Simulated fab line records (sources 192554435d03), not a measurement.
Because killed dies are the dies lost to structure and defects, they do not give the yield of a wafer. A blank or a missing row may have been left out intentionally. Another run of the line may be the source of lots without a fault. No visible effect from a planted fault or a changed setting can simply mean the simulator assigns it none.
Which tool was responsible? + flow n5_finfet + 12 lots, 36 wafers sampled, at 1 step of a route of 1938

## WHAT THE GAUGES READ, wafer by wafer
N5_BEOL_M1_OVL_MEAS_12.
| lot  | measured     | on         | M1_OVL (nm)    |
|------|--------------|------------|----------------|
| L074 | day 6 12:53  | overlay-02 | -0.4 0.3 0.4   |
| L077 | day 7 01:41  | overlay-02 | 0.3 -0.7 0.0   |
| L079 | day 7 17:39  | overlay-02 | -0.2 -0.7 0.0  |
| L080 | day 8 00:02  | overlay-01 | 0.2 0.1 0.7    |
| L083 | day 8 18:20  | overlay-01 | 1.2 2.3 2.2    |
| L085 | day 9 02:50  | overlay-01 | -0.2 -0.3 -0.5 |
| L087 | day 9 11:43  | overlay-01 | 1.0 -0.3 -0.2  |
| L089 | day 9 23:35  | overlay-02 | 0.9 0.2 0.1    |
| L090 | day 10 17:25 | overlay-02 | 0.1 0.4 0.2    |
| L093 | day 11 02:52 | overlay-02 | 0.1 0.5 1.0    |
| L095 | day 11 16:19 | overlay-02 | -0.5 -0.5 -1.0 |
| L097 | day 12 08:07 | overlay-01 | 0.2 1.6 1.7    |

## WHAT TOOL EACH LOT RAN ON (gives the tool, then ch and the chambers of the sampled wafers, and finally the start)
The record holds no process step before these readings.

## THE ANSWER, worked out from the rows above alone
Rule: the lots themselves supply what counts as usual. Put in order of their means at a reading, lots are off if they are a third of the lots or fewer, leave a main group of 4 or more, and stand apart from it by a gap of 3 or more times the standard deviation of the main group's means; of several such gaps the widest counts. Not used: any main group whose means are identical at the precision the tables above print for the reading. A lot without any number at a reading at which 4 lots or more have one is off too. Where the step has rows for the other lots, those lots are counted as sound.
Across all readings shown, no lot is off: no conclusion can be drawn from this.

## WHAT WAS PUT IN BY THE SIMULATOR
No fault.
